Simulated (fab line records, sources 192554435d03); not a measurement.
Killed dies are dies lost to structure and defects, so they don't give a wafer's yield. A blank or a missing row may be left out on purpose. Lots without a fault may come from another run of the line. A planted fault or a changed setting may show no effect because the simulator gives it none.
Which tool did it? | flow n5_finfet | 9 lots, 27 wafers sampled, at 5 steps of a route of 1938

WHAT THE GAUGES READ, wafer by wafer
N5_GATE_CUT_OVL_MEAS_14.
lot  | measured     | on         | GATE_CUT_OVL (nm)
L532 | day 4 20:13  | overlay-02 | -0.6 0.7 -0.3
L534 | day 5 04:50  | overlay-01 | 0.3 0.7 -0.9
L537 | day 6 04:57  | overlay-01 | -0.8 -1.0 -0.6
L538 | day 6 11:00  | overlay-02 | -1.2 -0.2 0.7
L542 | day 7 07:42  | overlay-02 | -0.7 -0.8 -1.0
L544 | day 7 22:56  | overlay-01 | -2.0 -1.6 -1.6
L551 | day 9 12:56  | overlay-01 | -1.3 -1.1 -1.8
L552 | day 9 23:14  | overlay-02 | -0.1 -0.3 -0.1
L554 | day 10 05:04 | overlay-01 | 0.5 0.1 -0.6

N5_BEOL_M4_RC_MEAS_101.
lot  | measured     | on        | DIBL_N (mV/V)  | DIBL_P (mV/V) | IOFF_N (nA/um) | IOFF_P (nA/um) | ION_N (uA/um) | ION_P (uA/um) | SS_N (mV/dec)  | SS_P (mV/dec)  | VT_N (mV)   | VT_P (mV)
L532 | day 7 22:32  | prober-02 | 37.0 43.5 39.5 | 35 44 38      | 0.16 0.32 0.22 | 0.21 0.42 0.29 | 680 733 692   | 467 500 479   | 71.0 72.7 71.5 | 73.8 76.2 73.5 | 249 242 244 | -249 -240 -245
L534 | day 8 21:05  | prober-01 | 38.3 37.2 35.4 | 40 38 36      | 0.22 0.19 0.16 | 0.36 0.28 0.26 | 695 691 682   | 487 478 481   | 72.9 72.2 72.0 | 73.0 73.6 73.0 | 242 245 248 | -239 -242 -243
L537 | day 10 10:13 | prober-02 | 31.4 31.9 34.2 | 30 31 34      | 0.10 0.11 0.12 | 0.14 0.14 0.17 | 677 659 652   | 464 458 451   | 70.5 70.4 71.1 | 72.7 72.8 73.1 | 257 256 257 | -254 -254 -257
L538 | day 10 16:34 | prober-01 | 32.3 36.5 33.2 | 32 38 33      | 0.10 0.17 0.11 | 0.15 0.23 0.16 | 669 687 665   | 465 472 458   | 70.9 71.7 70.6 | 71.4 72.6 71.4 | 255 248 251 | -253 -250 -252
L542 | day 11 11:20 | prober-01 | 36.4 35.7 35.9 | 37 35 37      | 0.17 0.15 0.18 | 0.26 0.22 0.26 | 683 678 695   | 470 470 484   | 71.5 71.1 71.2 | 73.6 72.9 72.8 | 248 249 246 | -245 -248 -249
L544 | day 11 23:30 | prober-01 | 34.6 39.2 42.8 | 35 41 45      | 0.13 0.20 0.29 | 0.16 0.24 0.35 | 667 671 698   | 461 459 474   | 71.4 72.4 73.4 | 72.8 74.0 75.4 | 254 251 245 | -254 -249 -246
L551 | day 13 10:51 | prober-01 | 36.5 32.8 35.4 | 35 31 34      | 0.14 0.10 0.13 | 0.19 0.14 0.17 | 663 659 670   | 462 453 461   | 70.9 70.5 71.1 | 72.6 72.4 72.0 | 250 256 252 | -251 -256 -255
L552 | day 14 04:37 | prober-02 | 36.8 37.1 37.0 | 37 38 38      | 0.19 0.20 0.17 | 0.23 0.23 0.23 | 697 694 673   | 475 466 466   | 71.2 71.2 71.6 | 72.9 73.8 74.1 | 246 246 247 | -248 -253 -251
L554 | day 14 07:26 | prober-01 | 28.6 32.5 32.1 | 29 32 33      | 0.06 0.11 0.11 | 0.09 0.12 0.13 | 633 658 677   | 435 440 462   | 70.3 71.0 70.6 | 70.7 71.9 71.7 | 264 256 253 | -265 -259 -259

WHICH TOOL RAN EACH LOT (tool, then ch and the chambers of the sampled wafers, then the start)
lot  | N5_GATE_CUT_SAC_CAP_01            | N5_GATE_CUT_ETCH_28                | N5_GATE_CUT_ETCH_36
L532 | ald_sin-02 ch 0,1,3, day 4 17:13  | rie_diel-02 ch 0,1,2, day 4 20:20  | rie_diel-02 ch 0,1,2, day 4 20:21
L534 | ald_sin-02 ch 2,3, day 5 01:52    | rie_diel-05 ch 0,1,3, day 5 04:57  | rie_diel-05 ch 0,1,3, day 5 04:58
L537 | ald_sin-04 ch 0,3, day 6 01:52    | rie_diel-02 ch 0,3, day 6 05:16    | rie_diel-02 ch 0,3, day 6 05:17
L538 | ald_sin-04 ch 0,1,2, day 6 07:55  | rie_diel-02 ch 2,3, day 6 11:08    | rie_diel-02 ch 2,3, day 6 11:09
L542 | ald_sin-03 ch 1,2,3, day 7 04:36  | rie_diel-02 ch 0,1, day 7 08:00    | rie_diel-02 ch 0,1, day 7 08:01
L544 | ald_sin-04 ch 2,3, day 7 19:56    | rie_diel-02 ch 0,2,3, day 7 23:07  | rie_diel-02 ch 0,2,3, day 7 23:08
L551 | ald_sin-04 ch 0,1,3, day 9 09:48  | rie_diel-03 ch 2,3, day 9 13:03    | rie_diel-03 ch 2,3, day 9 13:04
L552 | ald_sin-04 ch 0,1,3, day 9 20:07  | rie_diel-05 ch 0,2,3, day 9 23:34  | rie_diel-05 ch 0,2,3, day 9 23:35
L554 | ald_sin-03 ch 1,2,3, day 10 02:05 | rie_diel-05 ch 0,1,2, day 10 05:11 | rie_diel-05 ch 0,1,2, day 10 05:12
- N5_GATE_CUT_SAC_CAP_01: material SiNx, target thk 24 nm, pulse time 1 s, ald cycles 480.
- N5_GATE_CUT_ETCH_28: etches underlayer in N2/H2, target depth 13 nm, time 10.4 s.
- N5_GATE_CUT_ETCH_36: etches SiARC in CF4, target depth 13 nm, time 21.7 s.

WHAT THE TOOLS THEMSELVES READ (means of the sampled wafers that have a number; where no wafer has one, the mark that the record gives instead)
N5_GATE_CUT_SAC_CAP_01.
lot  | tool       | heater_power_w (W) | precursor_pulse_height_rel | susceptor_temp_C (C)
L532 | ald_sin-02 | 962                | 1.004                      | 400.07
L534 | ald_sin-02 | 908                | 0.986                      | 400.36
L537 | ald_sin-04 | 803                | 0.972                      | 399.98
L538 | ald_sin-04 | 867                | 0.998                      | 400.19
L542 | ald_sin-03 | 817                | 1.007                      | 400.09
L544 | ald_sin-04 | 881                | 0.986                      | 400.10
L551 | ald_sin-04 | 817                | 1.008                      | 399.89
L552 | ald_sin-04 | 817                | 0.996                      | 400.10
L554 | ald_sin-03 | 798                | 1.007                      | 399.94

N5_GATE_CUT_ETCH_28.
lot  | tool        | drypump_motor_current_A (A) | etch_rf_on_time_s (s) | oes_product_au (a.u.) | rf_vpp_V (V) | showerhead_plenum_p_Torr (Torr) | throttle_valve_pct (%)
L532 | rie_diel-02 | 5.8                         | 10.6                  | 0.65                  | 524.1        | 2.54                            | 17.63
L534 | rie_diel-05 | 6.0                         | 10.6                  | 0.62                  | 525.5        | 2.57                            | 17.89
L537 | rie_diel-02 | 5.6                         | 10.8                  | 0.60                  | 526.0        | 2.62                            | 17.76
L538 | rie_diel-02 | 6.1                         | 10.7                  | 0.60                  | 523.8        | 2.56                            | 17.86
L542 | rie_diel-02 | 5.9                         | 8.0                   | 0.81                  | 524.0        | 2.61                            | 17.70
L544 | rie_diel-02 | 5.8                         | 8.2                   | 0.71                  | 524.5        | 2.54                            | 17.83
L551 | rie_diel-03 | 5.5                         | 10.4                  | 0.76                  | 525.8        | 2.62                            | 17.91
L552 | rie_diel-05 | 6.3                         | 10.6                  | 0.62                  | 523.7        | 2.54                            | 17.89
L554 | rie_diel-05 | 6.2                         | 10.5                  | 0.70                  | 523.6        | 2.52                            | 17.73

N5_GATE_CUT_ETCH_36.
lot  | tool        | drypump_motor_current_A (A) | etch_rf_on_time_s (s) | oes_product_au (a.u.) | rf_vpp_V (V) | showerhead_plenum_p_Torr (Torr) | throttle_valve_pct (%)
L532 | rie_diel-02 | 5.8                         | 22.2                  | 0.65                  | 183.6        | 2.15                            | 15.50
L534 | rie_diel-05 | 5.9                         | 22.1                  | 0.62                  | 183.9        | 2.17                            | 15.63
L537 | rie_diel-02 | 5.5                         | 22.3                  | 0.60                  | 185.2        | 2.21                            | 15.68
L538 | rie_diel-02 | 6.1                         | 22.5                  | 0.59                  | 184.2        | 2.15                            | 15.60
L542 | rie_diel-02 | 5.9                         | 21.8                  | 0.67                  | 184.7        | 2.19                            | 15.40
L544 | rie_diel-02 | 5.8                         | 22.4                  | 0.59                  | 183.6        | 2.15                            | 15.67
L551 | rie_diel-03 | 5.6                         | 22.0                  | 0.75                  | 184.0        | 2.21                            | 15.59
L552 | rie_diel-05 | 6.4                         | 22.4                  | 0.62                  | 184.6        | 2.13                            | 15.60
L554 | rie_diel-05 | 6.2                         | 22.2                  | 0.70                  | 184.1        | 2.13                            | 15.44

THE ANSWER, worked out from the rows above alone
Rule: what is usual is taken from the lots themselves. Put in order of their means at a reading, lots are off if they are a third of the lots or fewer, leave a main group of 4 or more, and stand apart from it by a gap of 3 or more times the standard deviation of the main group's means; of several such gaps the widest counts. A main group whose means are all the same, to the digits that the tables above print for the reading, isn't used. A lot without any number at a reading at which 4 lots or more have one is off too. The other lots that the step has rows for count as sound. The gauges are gone through in route order, then the tools' own readings, and for those a lot's mean is taken as printed above. The first step at which some lot is off is used, and at that step the reading that is off furthest; a lot without a number counts as furthest.
Off: L542, L544, at N5_GATE_CUT_ETCH_28 (etch_rf_on_time_s). The main group: mean 10.6 s, standard deviation 0.12.
A tool fits if, at that step or a process step before it, it ran every lot that is off, and no sound lot after the first of them. One fits: rie_diel-02 at N5_GATE_CUT_ETCH_28. Its last sound lot is L538 (day 6 11:08), its first lot that is off L542 (day 7 08:00): a fault that began between those two fits.
The tool's own readings at N5_GATE_CUT_ETCH_28 bear it out: on the lots that are off they differ by more than 5 times the standard deviation of the sound lots' means. etch_rf_on_time_s reads 8.1 s there against 10.6 s on the sound lots.

WHAT THE SIMULATOR HAD PUT IN
Process parameter drift: rie_diel-02, from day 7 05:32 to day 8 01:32, at N5_GATE_CUT_ETCH_28. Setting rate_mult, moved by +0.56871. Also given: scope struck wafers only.
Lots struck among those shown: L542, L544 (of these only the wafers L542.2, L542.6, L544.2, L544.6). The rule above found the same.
